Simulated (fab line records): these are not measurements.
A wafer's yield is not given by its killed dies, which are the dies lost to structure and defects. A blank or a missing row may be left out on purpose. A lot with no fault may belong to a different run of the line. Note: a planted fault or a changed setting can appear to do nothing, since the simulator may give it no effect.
2 desks looking at one fault | flow n5-finfet | what lay behind the numbers comes last; until then each desk has only its own

THE METROLOGY DESK
Lot by lot, what the gauges showed, no matter which tool ran the lot: averages of those sampled wafers that carry a number. The brackets show how far a lot's mean lies from the usual mean; more than 4 standard deviations puts the lot out of limits, marked OUT. Readings shown: 7 of its 11, picked as those furthest out on some lot.
Columns: A = DIBL_N at N5_BEOL_M4_RC_MEAS_101, usual 37.2 mV/V; B = IOFF_N at N5_BEOL_M4_RC_MEAS_101, usual 0.18 nA/um; C = ION_N at N5_BEOL_M4_RC_MEAS_101, usual 680 uA/um; D = SS_P at N5_BEOL_M4_RC_MEAS_101, usual 73.5 mV/dec; E = VT_N at N5_BEOL_M4_RC_MEAS_101, usual 249 mV; F = VT_P at N5_BEOL_M4_RC_MEAS_101, usual -248 mV; G = cd-nm at N5_BEOL_M10_CD_MEAS_18, usual 69.9 nm
lot  | first seen here | A    | B    | C   | D    | E   | F    | G
L197 | day 9 01:14     | 39.1 | 0.23 | 702 | 74.0 | 244 | -247 | 69.4
L203 | day 10 12:20    | 34.9 | 0.16 | 681 | 73.6 | 249 | -243 | 70.0
L204 | day 10 16:29    | 36.6 | 0.17 | 672 | 73.2 | 248 | -245 | 69.0
L211 | day 13 17:26    | 38.3 | 0.20 | 679 | 74.0 | 249 | -246 | 70.4
L213 | day 13 20:22    | 37.5 | 0.15 | 671 | 73.8 | 255 | -254 | 69.0
L216 | day 14 20:22    | 34.0 | 0.13 | 670 | 72.5 | 251 | -250 | 70.7
L215 | day 14 21:18    | 36.7 | 0.18 | 683 | 74.1 | 247 | -250 | 69.9
L217 | day 15 00:02    | 37.8 | 0.19 | 676 | 73.9 | 250 | -247 | 70.2
This desk found nothing out of limits on any of the 8 lots.

DESK OF THE TOOL OWNER: rie-diel-06
The tool's own readings at N5_BEOL_M10_ETCH_66 (etches SOC in N2/H2, target depth 120 nm, overetch 24 nm, time 180 s): means of the sampled wafers that have a number, for each lot that ran on this tool. The brackets show how far a lot's mean lies from the usual mean; more than 4 standard deviations puts the lot out of limits, marked OUT.
Columns: A = bias-w at N5_BEOL_M10_ETCH_66, usual 150.0 W; B = chamber-pressure-mTorr at N5_BEOL_M10_ETCH_66, usual 29.995 mTorr; C = drypump-motor-current-A at N5_BEOL_M10_ETCH_66, usual 5.6 A; D = oes-product-au at N5_BEOL_M10_ETCH_66, usual 0.65 a.u.; E = rf-vpp-V at N5_BEOL_M10_ETCH_66, usual 524.3 V; F = showerhead-plenum-p-Torr at N5_BEOL_M10_ETCH_66, usual 2.56 Torr; G = throttle-valve-pct at N5_BEOL_M10_ETCH_66, usual 17.75 %
lot  | first seen here | A     | B      | C   | D    | E     | F    | G
L203 | day 12 16:38    | 149.9 | 29.992 | 5.6 | 0.68 | 523.0 | 2.54 | 17.71
L204 | day 13 00:15    | 150.0 | 29.994 | 5.6 | 0.68 | 525.6 | 2.61 | 17.71
L216 | day 17 03:08    | 149.6 | 29.989 | 5.4 | 0.68 | 524.6 | 2.58 | 17.66
This desk found nothing out of limits on any of the 3 lots.

BROUGHT TOGETHER
The metrology desk saw nothing out of limits.
The tool owner's desk saw nothing out of limits.

WHAT THE SIMULATOR HAD PUT IN
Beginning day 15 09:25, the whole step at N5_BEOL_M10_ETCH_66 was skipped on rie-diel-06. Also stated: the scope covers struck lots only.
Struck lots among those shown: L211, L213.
